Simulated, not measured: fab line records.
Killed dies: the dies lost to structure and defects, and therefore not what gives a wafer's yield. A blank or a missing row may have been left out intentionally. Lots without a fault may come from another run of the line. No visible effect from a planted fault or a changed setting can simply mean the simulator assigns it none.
Matching of chambers :: flow n5_finfet :: N5_BEOL_M7_CMP_52 on cmp-04: 4 sister chambers
The step polishes, stops on SiCOH lowk, t overpolish 6.9 s, target thk 80 nm. 14 wafers are shown with their chamber, then 7 later ones without.

## WAFERS WITH THEIR CHAMBER
wafer: L074.1
chamber: 3
time_to_endpoint_s (s): 65
motor_current_A (A): 5.2
barrier_field_endpoint_s (s): 29.3

wafer: L074.4
chamber: 1
time_to_endpoint_s (s): 60
motor_current_A (A): 6.4
barrier_field_endpoint_s (s): 28.7

wafer: L074.5
chamber: 0
time_to_endpoint_s (s): 72
motor_current_A (A): 5.6
barrier_field_endpoint_s (s): 30.0

wafer: L075.3
chamber: 3
time_to_endpoint_s (s): 65
motor_current_A (A): 5.5
barrier_field_endpoint_s (s): 28.7

wafer: L075.4
chamber: 1
time_to_endpoint_s (s): 59
motor_current_A (A): 6.5
barrier_field_endpoint_s (s): 28.9

wafer: L075.6
chamber: 3
time_to_endpoint_s (s): 63
motor_current_A (A): 5.6
barrier_field_endpoint_s (s): 29.5

wafer: L080.2
chamber: 3
time_to_endpoint_s (s): 69
motor_current_A (A): 5.3
barrier_field_endpoint_s (s): 29.8

wafer: L080.3
chamber: 1
time_to_endpoint_s (s): 64
motor_current_A (A): 6.3
barrier_field_endpoint_s (s): 29.4

wafer: L080.5
chamber: 3
time_to_endpoint_s (s): 66
motor_current_A (A): 5.8
barrier_field_endpoint_s (s): 29.1

wafer: L082.1
chamber: 3
time_to_endpoint_s (s): 66
motor_current_A (A): 5.6
barrier_field_endpoint_s (s): 29.1

wafer: L082.2
chamber: 0
time_to_endpoint_s (s): 74
motor_current_A (A): 5.0
barrier_field_endpoint_s (s): 30.3

wafer: L082.3
chamber: 2
time_to_endpoint_s (s): 59
motor_current_A (A): 6.1
barrier_field_endpoint_s (s): 28.3

wafer: L084.2
chamber: 0
time_to_endpoint_s (s): 73
motor_current_A (A): 5.3
barrier_field_endpoint_s (s): 30.9

wafer: L084.3
chamber: 1
time_to_endpoint_s (s): 62
motor_current_A (A): 6.5
barrier_field_endpoint_s (s): 29.2

SIGNATURES (means of the wafers above)
reading: time_to_endpoint_s
chamber 0: 73.00
chamber 1: 61.25
chamber 2: 59.00
chamber 3: 65.67
scatter within a chamber: 1.9

reading: motor_current_A
chamber 0: 5.300
chamber 1: 6.425
chamber 2: 6.100
chamber 3: 5.500
scatter within a chamber: 0.212

reading: barrier_field_endpoint_s
chamber 0: 30.400
chamber 1: 29.050
chamber 2: 28.300
chamber 3: 29.250
scatter within a chamber: 0.377
Rule: a wafer lies at a distance from a chamber equal to the root of the sum of squares, over the readings, of (its reading less the chamber's mean, divided by the reading's scatter). The wafer belongs to the nearest chamber; if the next one is less than 2 further off, it can't be placed. The scatter is the square root of a quotient: the sum, over the shown wafers, of each reading's squared deviation from its chamber's mean, divided by wafers minus chambers.

## WAFERS WHOSE CHAMBER IS MISSING
wafer: L084.4
time_to_endpoint_s (s): 65
motor_current_A (A): 5.6
barrier_field_endpoint_s (s): 29.6

wafer: L094.2
time_to_endpoint_s (s): 64
motor_current_A (A): 6.7
barrier_field_endpoint_s (s): 29.5

wafer: L094.3
time_to_endpoint_s (s): 66
motor_current_A (A): 5.5
barrier_field_endpoint_s (s): 29.1

wafer: L094.6
time_to_endpoint_s (s): 65
motor_current_A (A): 5.7
barrier_field_endpoint_s (s): 29.6

wafer: L095.1
time_to_endpoint_s (s): 73
motor_current_A (A): 5.3
barrier_field_endpoint_s (s): 30.8

wafer: L095.3
time_to_endpoint_s (s): 63
motor_current_A (A): 6.3
barrier_field_endpoint_s (s): 28.3

wafer: L095.5
time_to_endpoint_s (s): 65
motor_current_A (A): 6.6
barrier_field_endpoint_s (s): 28.9

## EACH ONE'S CHAMBER
wafer: L084.4
from the rows above: 3
in truth: 3

wafer: L094.2
from the rows above: 1
in truth: 1

wafer: L094.3
from the rows above: 3
in truth: 3

wafer: L094.6
from the rows above: 3
in truth: 3

wafer: L095.1
from the rows above: 0
in truth: 0

wafer: L095.3
from the rows above: can't be placed: 1 or 2
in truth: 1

wafer: L095.5
from the rows above: 1
in truth: 1
6 of 7 placed correctly. From these rows, 1 cannot be placed; in 1 the true chamber is one of the candidates. Wrongly placed: 0.
